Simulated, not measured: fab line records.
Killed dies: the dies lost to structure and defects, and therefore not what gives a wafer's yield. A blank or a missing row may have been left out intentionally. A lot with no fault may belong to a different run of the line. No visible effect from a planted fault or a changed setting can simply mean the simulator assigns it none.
Struck lot and sound lot, side by side :: flow nand harc :: 16 steps out of a route of 1302
Sound: these wafers, L862.3, L862.4, L862.5. The struck wafers were L875.3, L875.4, L875.5. The cause is named last.
Per side, at each step with rows, come the tool, then ch with its chambers, and then its first start. Under that, the readings that differ: sound wafers :: struck wafers :: difference of the means :: sigmas: that difference in standard deviations of wafers without a fault.
alike: a reading whose means differ by less than 2 such deviations, as well as words and numbers matching on both sides. not compared: withheld readings; readings where some wafer has no value; bounds like >300 that might hide an equal value; numbers whose values overlap and for which the record gives no deviation.
A row with sigmas, a row that says differs or no value, or rows on one side alone: a step with any of these is where the two part. Numbers that don't overlap but have no deviation are shown without sigmas and don't part them. A reading missing from all wafers of one side parts the sides only when that side holds two or more wafers.

first, 1 step without rows for these wafers: NHARC_P_GATE_HARDBAKE_47 (time 80 s).
NHARC_P_GATE_DESCUM_48: chemistry O2, time 3 s.
  sound on rie diel-08 ch 0,2,3, day 8 00:01; struck on rie diel-04 ch 1,2, day 13 09:25
  alike: drypump motor current A, oes product au, rf vpp V, showerhead plenum p Torr, throttle valve pct
  not compared: rf hours counter h
then, 1 step without rows for these wafers: NHARC_P_GATE_IMPLANT_49.
NHARC_P_GATE_STRIP_111: strips in N2/H2, time 250 s.
  sound on plasma asher-02 ch 0,1, day 8 00:31; struck on plasma asher-02 ch 0,1, day 13 09:52
  alike: drypump motor current A, heater power w
  not compared: rf hours counter h
NHARC_P_GATE_STRIP_75: strips in O2.
  sound on plasma asher-02 ch 0,1, day 8 00:44; struck on plasma asher-02 ch 0,1, day 13 10:05
  alike: drypump motor current A, heater power w
  not compared: rf hours counter h
then, 7 steps without rows for these wafers: NHARC_P_GATE_STRIP_50 (strips in SPM, time 900 s); NHARC_P_GATE_DEHYDRATE_51 (time 120 s); NHARC_P_GATE_HMDS_52 (time 30 s); NHARC_P_GATE_COAT_53; NHARC_P_GATE_SOFTBAKE_54 (time 95 s); NHARC_P_GATE_EBR_55; NHARC_P_GATE_EXPOSE_56 (exposes mask P PSD, target cd 720 nm).
NHARC_P_GATE_PEB_57: peb time 85 s.
  sound on litho track-07 ch 0, day 8 01:32; struck on litho track-02 ch 0, day 13 10:54
reading: heater power total W (W)
sound: 164.02 164.03 163.67
struck: 151.11 151.32 150.80
difference: -12.83
sigmas: -44

reading: plate temp C (C)
sound: 117.92 118.12 117.95
struck: 110.78 110.93 110.88
difference: -7.13
sigmas: -48
then, 1 step without rows for these wafers: NHARC_P_GATE_DEVELOP_58 (time 70 s).
NHARC_P_GATE_CD_MEAS_59: the cd target is 720 nm.
  sound on cd sem-01 ch 0, day 8 01:38; struck on cd sem-02 ch 0, day 13 10:59
reading: cd nm (nm)
sound: 717.7 719.5 719.7
struck: 703.2 706.4 704.9
difference: -14.1
sigmas: -7
then, 1 step without rows for these wafers: NHARC_P_GATE_HARDBAKE_60 (time 80 s).

## WHERE THEY PART
Earliest at NHARC_P_GATE_PEB_57; latest, in this record, at NHARC_P_GATE_CD_MEAS_59.

WHY: what the simulator had put in
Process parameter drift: litho track-02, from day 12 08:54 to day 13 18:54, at NHARC_P_GATE_PEB_57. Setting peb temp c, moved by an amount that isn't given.
